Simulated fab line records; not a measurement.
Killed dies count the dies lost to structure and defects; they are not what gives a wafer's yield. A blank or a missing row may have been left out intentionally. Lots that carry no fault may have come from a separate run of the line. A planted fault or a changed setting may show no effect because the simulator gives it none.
Matching of chambers ; flow n5Finfet ; rieDiel-03 running N5_SD_EPI_P_ETCH_16: 4 sister chambers
The step etches SiO2 in CHF3/O2, target depth 5 nm. 8 wafers are shown with their chamber, then 10 later ones without.

## EACH WAFER AND ITS CHAMBER
wafer;chamber;showerheadPlenumPTorr (Torr);drypumpMotorCurrentA (A)
L074.6;2;2.37;5.7
L077.2;2;2.37;5.7
L083.1;3;2.47;6.3
L087.4;1;2.49;5.7
L090.2;3;2.46;6.3
L090.4;1;2.49;5.8
L091.1;0;2.48;6.2
L091.5;0;2.48;6.2

## WAFERS MISSING THEIR CHAMBER
wafer;showerheadPlenumPTorr (Torr);drypumpMotorCurrentA (A)
L091.6;2.46;6.3
L093.2;2.37;5.7
L093.4;2.37;5.7
L093.5;2.47;6.2
L094.2;2.37;5.7
L094.4;2.37;5.7
L094.6;2.47;6.2
L095.1;2.47;6.2
L095.4;2.47;6.2
L095.5;2.37;5.7

## EACH ONE'S CHAMBER
wafer;from the rows above;in truth
L091.6;3;3
L093.2;2;2
L093.4;2;2
L093.5;can't be placed: 0 or 3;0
L094.2;2;2
L094.4;2;2
L094.6;can't be placed: 0 or 3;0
L095.1;can't be placed: 0 or 3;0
L095.4;can't be placed: 0 or 3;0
L095.5;2;2
Correct placement for 6 of the 10. Unplaceable from these rows: 4, with the true chamber sitting among the candidates in 4. 0 placed wrongly.
How it was worked out, from the rows above alone: a wafer's distance from a chamber is the root of the sum, over the readings, of the square of ((its reading less the chamber's mean) divided by the reading's scatter). The wafer belongs to the nearest chamber; if the next one is less than 2 further off, it can't be placed. A chamber's mean is the mean of its shown wafers. How the scatter is found: for the shown wafers, subtract from each reading the mean of its chamber, square and add these, divide the total by (wafers less chambers), then take the root.
